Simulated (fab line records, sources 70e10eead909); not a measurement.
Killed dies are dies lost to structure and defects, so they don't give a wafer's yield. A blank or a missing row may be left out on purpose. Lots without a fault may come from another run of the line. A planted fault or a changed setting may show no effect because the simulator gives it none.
Chamber matching | flow nand_harc | NHARC_P_M1_STRIP_18 on rie_diel-03: 4 sister chambers
The step strips in N2/H2. 22 wafers are shown with their chamber, then 11 later ones without.

WAFERS WITH THEIR CHAMBER
wafer  | chamber | showerhead_plenum_p_Torr (Torr) | drypump_motor_current_A (A) | rf_vpp_V (V)
L074.2 | 0       | 1.89                            | 5.4                         | 90.0
L074.3 | 2       | 1.98                            | 5.5                         | 90.6
L074.5 | 1       | 2.18                            | 5.4                         | 91.9
L075.2 | 3       | 2.10                            | 6.4                         | 90.6
L075.3 | 2       | 1.98                            | 5.6                         | 90.0
L075.5 | 3       | 2.10                            | 6.4                         | 90.5
L076.3 | 2       | 1.98                            | 5.6                         | 90.7
L076.5 | 2       | 1.98                            | 5.6                         | 90.1
L076.6 | 3       | 2.10                            | 6.4                         | 90.4
L077.2 | 2       | 1.98                            | 5.5                         | 89.5
L077.4 | 0       | 1.89                            | 5.4                         | 90.3
L077.6 | 2       | 1.98                            | 5.5                         | 88.6
L078.3 | 3       | 2.10                            | 6.5                         | 91.3
L078.4 | 2       | 1.98                            | 5.6                         | 90.8
L078.5 | 2       | 1.98                            | 5.5                         | 92.3
L084.3 | 2       | 1.98                            | 5.5                         | 88.1
L084.4 | 3       | 2.09                            | 6.4                         | 90.7
L084.6 | 3       | 2.09                            | 6.4                         | 91.0
L083.2 | 3       | 2.09                            | 6.4                         | 90.0
L083.3 | 2       | 1.98                            | 5.5                         | 88.7
L083.4 | 0       | 1.89                            | 5.4                         | 90.1
L085.2 | 2       | 1.98                            | 5.6                         | 89.2

SIGNATURES (means of the wafers above)
reading                  | chamber 0 | chamber 1 | chamber 2 | chamber 3 | scatter within a chamber
showerhead_plenum_p_Torr | 1.8900    | 2.1800    | 1.9800    | 2.0957    | 0.00309
drypump_motor_current_A  | 5.400     | 5.400     | 5.545     | 6.414     | 0.0446
rf_vpp_V                 | 90.133    | 91.900    | 89.873    | 90.643    | 0.939
Rule: a wafer's distance from a chamber is the root of the sum, over the readings, of the square of ((its reading less the chamber's mean) divided by the reading's scatter). The wafer belongs to the nearest chamber; if the next one is less than 2 further off, it can't be placed. The scatter: the root of (the sum of the squares of (reading less its chamber's mean) over the shown wafers, divided by (wafers less chambers)).

WAFERS WITHOUT THEIR CHAMBER
wafer  | showerhead_plenum_p_Torr (Torr) | drypump_motor_current_A (A) | rf_vpp_V (V)
L085.3 | 1.89                            | 5.4                         | 90.0
L085.5 | 2.09                            | 6.4                         | 91.9
L088.2 | 2.18                            | 5.4                         | 90.3
L088.3 | 2.09                            | 6.4                         | 91.1
L088.6 | 1.98                            | 5.5                         | 89.2
L093.1 | 2.09                            | 6.4                         | 90.9
L093.5 | 1.97                            | 5.5                         | 90.0
L093.6 | 2.09                            | 6.4                         | 90.0
L094.1 | 2.09                            | 6.4                         | 90.9
L094.3 | 1.97                            | 5.5                         | 89.8
L094.6 | 2.09                            | 6.4                         | 91.8

WHICH CHAMBER EACH WENT THROUGH
wafer  | from the rows above | in truth
L085.3 | 0                   | 0
L085.5 | 3                   | 3
L088.2 | 1                   | 1
L088.3 | 3                   | 3
L088.6 | 2                   | 2
L093.1 | 3                   | 3
L093.5 | 2                   | 2
L093.6 | 3                   | 3
L094.1 | 3                   | 3
L094.3 | 2                   | 2
L094.6 | 3                   | 3
Placed correctly: 11 of 11. Can't be placed from these rows: 0. Placed wrongly: 0.
